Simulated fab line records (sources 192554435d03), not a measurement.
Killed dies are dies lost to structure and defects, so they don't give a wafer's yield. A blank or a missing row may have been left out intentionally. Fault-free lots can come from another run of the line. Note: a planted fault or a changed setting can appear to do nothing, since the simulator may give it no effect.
What tool caused it? :: flow n5Finfet :: 10 lots with 28 wafers sampled at 5 steps, on a route of 1938 steps

WHAT THE GAUGES SHOWED, per wafer
N5_FIN_SAQP_CD_MEAS_31: target cd 8 nm.
lot: L302
measured: day 2 02:13
on: cdSem-03
cdNm (nm): 7.98 8.30 8.14

lot: L304
measured: day 2 14:27
on: cdSem-01
cdNm (nm): 8.44 8.01 7.92

lot: L305
measured: day 2 21:02
on: cdSem-02
cdNm (nm): 7.68 8.67 8.18

lot: L311
measured: day 4 07:52
on: cdSem-01
cdNm (nm): 7.82 8.07 8.18

lot: L312
measured: day 4 13:33
on: cdSem-01
cdNm (nm): 7.90 7.89 8.04

lot: L313
measured: day 4 23:07
on: cdSem-01
cdNm (nm): 8.12 8.17 7.61

lot: L315
measured: day 5 12:46
on: cdSem-03
cdNm (nm): 8.27 7.96 7.90

lot: L316
measured: day 5 15:17
on: cdSem-01
cdNm (nm): 7.85 7.56 8.12

lot: L317
measured: day 6 01:05
on: cdSem-02
cdNm (nm): 8.01 8.16

lot: L320
measured: day 6 15:14
on: cdSem-02
cdNm (nm): 8.07 8.22

N5_FIN_SAQP_OCD_MEAS_76.
lot: L302
measured: day 2 02:53
on: ocd-01
trenchDepthNm (nm): 119.4 121.8 123.5

lot: L304
measured: day 2 15:02
on: ocd-02
trenchDepthNm (nm): 125.3 123.7 122.2

lot: L305
measured: day 2 21:49
on: ocd-02
trenchDepthNm (nm): 121.8 121.8 120.4

lot: L311
measured: day 4 08:25
on: ocd-01
trenchDepthNm (nm): 117.8 123.9 123.5

lot: L312
measured: day 4 14:08
on: ocd-01
trenchDepthNm (nm): 120.0 119.0 118.3

lot: L313
measured: day 4 23:40
on: ocd-02
trenchDepthNm (nm): 125.1 120.4 125.9

lot: L315
measured: day 5 13:19
on: ocd-01
trenchDepthNm (nm): 124.7 119.1 125.7

lot: L316
measured: day 5 15:50
on: ocd-02
trenchDepthNm (nm): 122.5 120.2 123.1

lot: L317
measured: day 6 01:40
on: ocd-02
trenchDepthNm (nm): 121.9 121.6

lot: L320
measured: day 6 15:47
on: ocd-01
trenchDepthNm (nm): 119.1 118.7

N5_BEOL_M4_RC_MEAS_101.
lot: L302
measured: day 8 15:29
on: prober-01
DIBL_N (mV/V): 35.6 39.3 37.9
DIBL_P (mV/V): 34.3 38.9 37.1
IOFF_N (nA/um): 0.13 0.22 0.19
IOFF_P (nA/um): 0.14 0.20 0.18
ION_N (uA/um): 654 684 686
ION_P (uA/um): 441 455 455
SS_N (mV/dec): 71.5 73.0 72.5
SS_P (mV/dec): 72.4 73.8 73.3
VT_N (mV): 255 247 249
VT_P (mV): -257 -256 -254

lot: L304
measured: day 9 05:58
on: prober-01
DIBL_N (mV/V): 35.3 36.9 31.4
DIBL_P (mV/V): 35.4 36.0 29.3
IOFF_N (nA/um): 0.15 0.16 0.09
IOFF_P (nA/um): 0.19 0.18 0.12
ION_N (uA/um): 690 677 657
ION_P (uA/um): 464 453 449
SS_N (mV/dec): 71.8 71.4 70.0
SS_P (mV/dec): 73.3 72.7 71.3
VT_N (mV): 245 250 256
VT_P (mV): -253 -255 -259

lot: L305
measured: day 9 06:27
on: prober-02
DIBL_N (mV/V): 34.7 31.1 35.3
DIBL_P (mV/V): 35.4 31.0 35.7
IOFF_N (nA/um): 0.15 0.09 0.14
IOFF_P (nA/um): 0.18 0.13 0.19
ION_N (uA/um): 697 665 679
ION_P (uA/um): 463 461 464
SS_N (mV/dec): 70.7 70.3 71.1
SS_P (mV/dec): 72.6 71.1 72.5
VT_N (mV): 249 256 249
VT_P (mV): -256 -256 -252

lot: L311
measured: day 10 14:34
on: prober-01
DIBL_N (mV/V): 34.5 36.8 36.8
DIBL_P (mV/V): 34.6 37.8 36.9
IOFF_N (nA/um): 0.13 0.15 0.16
IOFF_P (nA/um): 0.17 0.20 0.19
ION_N (uA/um): 684 669 668
ION_P (uA/um): 464 453 457
SS_N (mV/dec): 71.4 71.6 71.8
SS_P (mV/dec): 72.2 73.7 73.4
VT_N (mV): 252 251 249
VT_P (mV): -252 -255 -253

lot: L312
measured: day 10 15:20
on: prober-01
DIBL_N (mV/V): 36.0 36.2 37.3
DIBL_P (mV/V): 34.6 34.6 35.1
IOFF_N (nA/um): 0.13 0.15 0.15
IOFF_P (nA/um): 0.21 0.20 0.19
ION_N (uA/um): 649 677 661
ION_P (uA/um): 450 466 450
SS_N (mV/dec): 71.0 71.3 71.3
SS_P (mV/dec): 73.0 73.2 72.4
VT_N (mV): 250 246 249
VT_P (mV): -251 -252 -251

lot: L313
measured: day 11 11:31
on: prober-02
DIBL_N (mV/V): 34.3 39.5 32.7
DIBL_P (mV/V): 34.2 41.3 31.6
IOFF_N (nA/um): 0.13 0.25 0.11
IOFF_P (nA/um): 0.17 0.31 0.14
ION_N (uA/um): 660 712 669
ION_P (uA/um): 454 480 457
SS_N (mV/dec): 71.3 72.6 70.9
SS_P (mV/dec): 71.9 74.3 72.1
VT_N (mV): 251 242 253
VT_P (mV): -253 -243 -254

lot: L315
measured: day 11 12:50
on: prober-01
DIBL_N (mV/V): 35.2 35.3 33.4
DIBL_P (mV/V): 34.9 34.9 32.1
IOFF_N (nA/um): 0.15 0.14 0.12
IOFF_P (nA/um): 0.21 0.21 0.17
ION_N (uA/um): 683 679 674
ION_P (uA/um): 467 469 462
SS_N (mV/dec): 71.2 71.3 71.4
SS_P (mV/dec): 73.5 73.1 72.2
VT_N (mV): 248 249 254
VT_P (mV): -248 -249 -250

lot: L316
measured: day 11 15:32
on: prober-01
DIBL_N (mV/V): 33.4 32.9 36.4
DIBL_P (mV/V): 32.6 31.6 34.9
IOFF_N (nA/um): 0.11 0.10 0.15
IOFF_P (nA/um): 0.17 0.15 0.20
ION_N (uA/um): 661 643 652
ION_P (uA/um): 455 453 452
SS_N (mV/dec): 71.3 70.7 72.4
SS_P (mV/dec): 72.1 72.0 72.8
VT_N (mV): 254 260 253
VT_P (mV): -250 -253 -249

lot: L317
measured: day 11 21:07
on: prober-02
DIBL_N (mV/V): 33.9 38.2
DIBL_P (mV/V): 33.0 37.5
IOFF_N (nA/um): 0.12 0.18
IOFF_P (nA/um): 0.15 0.20
ION_N (uA/um): 668 656
ION_P (uA/um): 460 450
SS_N (mV/dec): 71.0 72.4
SS_P (mV/dec): 72.4 73.2
VT_N (mV): 252 252
VT_P (mV): -255 -254

lot: L320
measured: day 12 19:35
on: prober-01
DIBL_N (mV/V): 34.0 36.7
DIBL_P (mV/V): 34.2 37.0
IOFF_N (nA/um): 0.12 0.16
IOFF_P (nA/um): 0.17 0.20
ION_N (uA/um): 682 692
ION_P (uA/um): 463 469
SS_N (mV/dec): 71.2 71.6
SS_P (mV/dec): 73.4 73.0
VT_N (mV): 255 251
VT_P (mV): -253 -251

TOOL THAT RAN EACH LOT (tool first, then ch and the chambers of the sampled wafers, then the start)
lot: L302
N5_FIN_CUT_ETCH_21: rieDiel-06 ch 0,1,3, day 2 03:26
N5_FIN_CUT_CUT_ETCH_28: rieSi-06 ch 0,1,2, day 2 04:01

lot: L304
N5_FIN_CUT_ETCH_21: rieDiel-06 ch 2,3, day 2 16:27
N5_FIN_CUT_CUT_ETCH_28: rieSi-04 ch 2,3, day 2 17:03

lot: L305
N5_FIN_CUT_ETCH_21: rieDiel-04 ch 0,1,2, day 2 22:30
N5_FIN_CUT_CUT_ETCH_28: rieSi-04 ch 0,2,3, day 3 00:57

lot: L311
N5_FIN_CUT_ETCH_21: rieDiel-04 ch 1,2, day 4 08:58
N5_FIN_CUT_CUT_ETCH_28: rieSi-06 ch 2,3, day 4 09:34

lot: L312
N5_FIN_CUT_ETCH_21: rieDiel-02 ch 0,2,3, day 4 14:41
N5_FIN_CUT_CUT_ETCH_28: rieSi-01 ch 0,2,3, day 4 15:17

lot: L313
N5_FIN_CUT_ETCH_21: rieDiel-04 ch 0,2,3, day 5 00:13
N5_FIN_CUT_CUT_ETCH_28: rieSi-06 ch 2,3, day 5 00:53

lot: L315
N5_FIN_CUT_ETCH_21: rieDiel-04 ch 0,1,3, day 5 13:59
N5_FIN_CUT_CUT_ETCH_28: rieSi-06 ch 2,3, day 5 14:40

lot: L316
N5_FIN_CUT_ETCH_21: rieDiel-04 ch 0,1, day 5 16:32
N5_FIN_CUT_CUT_ETCH_28: rieSi-04 ch 1,3, day 5 17:11

lot: L317
N5_FIN_CUT_ETCH_21: rieDiel-04 ch 2, day 6 02:14
N5_FIN_CUT_CUT_ETCH_28: rieSi-06 ch 2, day 6 03:17

lot: L320
N5_FIN_CUT_ETCH_21: rieDiel-04 ch 0, day 6 16:26
N5_FIN_CUT_CUT_ETCH_28: rieSi-04 ch 1,3, day 6 17:02
- N5_FIN_CUT_ETCH_21: etches SOC in N2/H2, target depth 219 nm, overetch 43.8 nm, time 523.5 s.
- N5_FIN_CUT_CUT_ETCH_28: etches Si in HBr/Cl2/O2, target depth 6 nm, time 2.4 s.

WHAT THE TOOLS THEMSELVES READ (means of the sampled wafers that have a number; where no wafer has one, the mark that the record gives instead)
N5_FIN_CUT_ETCH_21.
lot: L302
tool: rieDiel-06
drypumpMotorCurrentA (A): 5.2
oesProductAu (a.u.): 0.75
rfVppV (V): 239.2
runLengthS (s): 546.3
showerheadPlenumPTorr (Torr): 2.46
throttleValvePct (%): 18.0

lot: L304
tool: rieDiel-06
drypumpMotorCurrentA (A): 5.0
oesProductAu (a.u.): 0.66
rfVppV (V): 240.8
runLengthS (s): 547.2
showerheadPlenumPTorr (Torr): 2.57
throttleValvePct (%): 18.0

lot: L305
tool: rieDiel-04
drypumpMotorCurrentA (A): 6.1
oesProductAu (a.u.): 0.70
rfVppV (V): 241.2
runLengthS (s): 547.4
showerheadPlenumPTorr (Torr): 2.58
throttleValvePct (%): 18.0

lot: L311
tool: rieDiel-04
drypumpMotorCurrentA (A): 6.2
oesProductAu (a.u.): 0.69
rfVppV (V): 241.4
runLengthS (s): 547.1
showerheadPlenumPTorr (Torr): 2.63
throttleValvePct (%): 18.1

lot: L312
tool: rieDiel-02
drypumpMotorCurrentA (A): 5.6
oesProductAu (a.u.): 0.69
rfVppV (V): 240.7
runLengthS (s): 547.2
showerheadPlenumPTorr (Torr): 2.50
throttleValvePct (%): 17.9

lot: L313
tool: rieDiel-04
drypumpMotorCurrentA (A): 5.7
oesProductAu (a.u.): 0.66
rfVppV (V): 241.6
runLengthS (s): 547.0
showerheadPlenumPTorr (Torr): 2.61
throttleValvePct (%): 18.2

lot: L315
tool: rieDiel-04
drypumpMotorCurrentA (A): 5.8
oesProductAu (a.u.): 0.69
rfVppV (V): 241.6
runLengthS (s): 547.2
showerheadPlenumPTorr (Torr): 2.58
throttleValvePct (%): 17.9

lot: L316
tool: rieDiel-04
drypumpMotorCurrentA (A): 6.2
oesProductAu (a.u.): 0.73
rfVppV (V): 241.5
runLengthS (s): 532.9
showerheadPlenumPTorr (Torr): 2.55
throttleValvePct (%): 17.7

lot: L317
tool: rieDiel-04
drypumpMotorCurrentA (A): 6.1
oesProductAu (a.u.): 0.69
rfVppV (V): 242.4
runLengthS (s): 504.0
showerheadPlenumPTorr (Torr): 2.65
throttleValvePct (%): 18.4

lot: L320
tool: rieDiel-04
drypumpMotorCurrentA (A): 5.6
oesProductAu (a.u.): 0.68
rfVppV (V): 240.8
runLengthS (s): 525.5
showerheadPlenumPTorr (Torr): 2.51
throttleValvePct (%): 18.4

N5_FIN_CUT_CUT_ETCH_28.
lot: L302
tool: rieSi-06
drypumpMotorCurrentA (A): 5.7
oesProductAu (a.u.): 1.002
throttleValvePct (%): 37.1

lot: L304
tool: rieSi-04
drypumpMotorCurrentA (A): 5.4
oesProductAu (a.u.): 1.012
throttleValvePct (%): 37.3

lot: L305
tool: rieSi-04
drypumpMotorCurrentA (A): 5.7
oesProductAu (a.u.): 1.001
throttleValvePct (%): 37.6

lot: L311
tool: rieSi-06
drypumpMotorCurrentA (A): 6.4
oesProductAu (a.u.): 0.994
throttleValvePct (%): 37.1

lot: L312
tool: rieSi-01
drypumpMotorCurrentA (A): 5.5
oesProductAu (a.u.): 0.998
throttleValvePct (%): 37.3

lot: L313
tool: rieSi-06
drypumpMotorCurrentA (A): 6.4
oesProductAu (a.u.): 0.992
throttleValvePct (%): 37.1

lot: L315
tool: rieSi-06
drypumpMotorCurrentA (A): 6.1
oesProductAu (a.u.): 0.991
throttleValvePct (%): 37.1

lot: L316
tool: rieSi-04
drypumpMotorCurrentA (A): 5.9
oesProductAu (a.u.): 1.004
throttleValvePct (%): 37.3

lot: L317
tool: rieSi-06
drypumpMotorCurrentA (A): 5.7
oesProductAu (a.u.): 0.985
throttleValvePct (%): 37.0

lot: L320
tool: rieSi-04
drypumpMotorCurrentA (A): 5.8
oesProductAu (a.u.): 1.011
throttleValvePct (%): 37.2

THE ANSWER, worked out from the rows above alone
Rule: the lots themselves supply what counts as usual. The widest of any qualifying gaps counts: lots, ordered by their means at a reading, are off when they make up no more than a third of the lots, leave a main group of 4 or more, and stand apart from it by 3 or more times the standard deviation of that group's means. The tables above print the reading to a certain number of digits; a main group whose means all agree to those digits is not used. Also off: a lot with no number at a reading for which 4 or more lots have one. Any other lot the step has rows for is counted as sound. First the gauges in route order, then the tools' own readings, where a lot's mean is used as printed above. The first step at which some lot is off is used, and at that step the reading that is off furthest; a lot without a number counts as furthest.
Off: L316, L317, L320 (N5_FIN_CUT_ETCH_21, runLengthS). Mean 547.1 s and standard deviation 0.33 in the main group.
If a tool, at that step or one of the process steps before it, ran each lot that is off and ran no sound lot following the first of them, it fits. One fits: N5_FIN_CUT_ETCH_21 on rieDiel-04. Its last sound lot is L315 (day 5 13:59), its first lot that is off L316 (day 5 16:32): a fault that began between those two fits.
On the lots that are off, the tool's own readings at N5_FIN_CUT_ETCH_21 differ by more than 5 times the standard deviation of the sound lots' means, which bears it out; runLengthS reads 520.8 s there versus 547.1 s on the sound lots.

WHAT HAD BEEN PUT IN BY THE SIMULATOR
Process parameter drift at N5_FIN_CUT_ETCH_21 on rieDiel-04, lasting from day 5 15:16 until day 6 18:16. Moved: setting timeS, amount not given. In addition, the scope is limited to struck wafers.
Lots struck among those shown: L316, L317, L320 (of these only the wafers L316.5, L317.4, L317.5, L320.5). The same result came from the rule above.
